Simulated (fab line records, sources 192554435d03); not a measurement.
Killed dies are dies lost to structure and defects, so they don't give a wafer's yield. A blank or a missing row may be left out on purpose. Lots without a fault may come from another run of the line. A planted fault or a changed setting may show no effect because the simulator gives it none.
Chamber matching | flow n5_finfet | N5_SD_EPI_P_ETCH_36 on rie_diel-05: 4 sister chambers
The step etches SiARC in CF4, target depth 45.5 nm, time 75.8 s. 22 wafers are shown with their chamber, then 11 later ones without.

WAFERS WITH THEIR CHAMBER
wafer  | chamber | throttle_valve_pct (%) | etch_rf_on_time_s (s) | showerhead_plenum_p_Torr (Torr)
L074.1 | 3       | 16.03                  | 78.2                  | 2.13
L074.4 | 2       | 15.58                  | 76.8                  | 2.12
L074.5 | 3       | 16.03                  | 77.1                  | 2.13
L075.3 | 0       | 15.73                  | 77.1                  | 2.13
L075.5 | 3       | 16.04                  | 77.8                  | 2.13
L075.6 | 2       | 15.59                  | 77.5                  | 2.12
L079.2 | 0       | 15.75                  | 76.3                  | 2.13
L079.4 | 1       | 15.85                  | 75.9                  | 2.14
L079.6 | 0       | 15.74                  | 77.1                  | 2.13
L080.1 | 0       | 15.75                  | 76.0                  | 2.13
L080.2 | 1       | 15.86                  | 74.8                  | 2.13
L080.5 | 3       | 16.06                  | 78.5                  | 2.13
L086.1 | 1       | 15.87                  | 74.5                  | 2.13
L086.3 | 2       | 15.63                  | 76.7                  | 2.11
L086.4 | 3       | 16.10                  | 78.0                  | 2.13
L088.1 | 1       | 15.88                  | 74.6                  | 2.13
L088.2 | 0       | 15.77                  | 75.7                  | 2.12
L088.3 | 2       | 15.62                  | 76.8                  | 2.11
L089.1 | 0       | 15.78                  | 75.3                  | 2.12
L089.4 | 3       | 16.09                  | 78.0                  | 2.12
L089.6 | 1       | 15.90                  | 74.7                  | 2.13
L091.1 | 0       | 15.78                  | 76.9                  | 2.12

SIGNATURES (means of the wafers above)
reading                  | chamber 0 | chamber 1 | chamber 2 | chamber 3 | scatter within a chamber
throttle_valve_pct       | 15.7571   | 15.8720   | 15.6050   | 16.0583   | 0.0238
etch_rf_on_time_s        | 76.343    | 74.900    | 76.950    | 77.933    | 0.573
showerhead_plenum_p_Torr | 2.1257    | 2.1320    | 2.1150    | 2.1283    | 0.00491
Rule: a wafer's distance from a chamber is the root of the sum, over the readings, of the square of ((its reading less the chamber's mean) divided by the reading's scatter). The wafer belongs to the nearest chamber; if the next one is less than 2 further off, it can't be placed. The scatter: the root of (the sum of the squares of (reading less its chamber's mean) over the shown wafers, divided by (wafers less chambers)).

WAFERS WITHOUT THEIR CHAMBER
wafer  | throttle_valve_pct (%) | etch_rf_on_time_s (s) | showerhead_plenum_p_Torr (Torr)
L091.4 | 15.88                  | 75.1                  | 2.13
L091.5 | 15.65                  | 77.7                  | 2.11
L094.1 | 15.91                  | 75.4                  | 2.13
L094.5 | 16.11                  | 79.3                  | 2.12
L094.6 | 15.79                  | 76.6                  | 2.12
L096.1 | 15.91                  | 74.4                  | 2.13
L096.3 | 15.80                  | 76.1                  | 2.12
L096.5 | 15.79                  | 75.4                  | 2.12
L097.2 | 15.91                  | 75.3                  | 2.12
L097.4 | 15.80                  | 77.1                  | 2.12
L097.6 | 16.11                  | 79.1                  | 2.12

WHICH CHAMBER EACH WENT THROUGH
wafer  | from the rows above     | in truth
L091.4 | 1                       | 1
L091.5 | 2                       | 2
L094.1 | 1                       | 1
L094.5 | 3                       | 3
L094.6 | 0                       | 0
L096.1 | 1                       | 1
L096.3 | 0                       | 0
L096.5 | can't be placed: 0 or 1 | 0
L097.2 | 1                       | 1
L097.4 | 0                       | 0
L097.6 | 3                       | 3
Placed correctly: 10 of 11. Can't be placed from these rows: 1 (the true chamber is among the candidates in 1). Placed wrongly: 0.
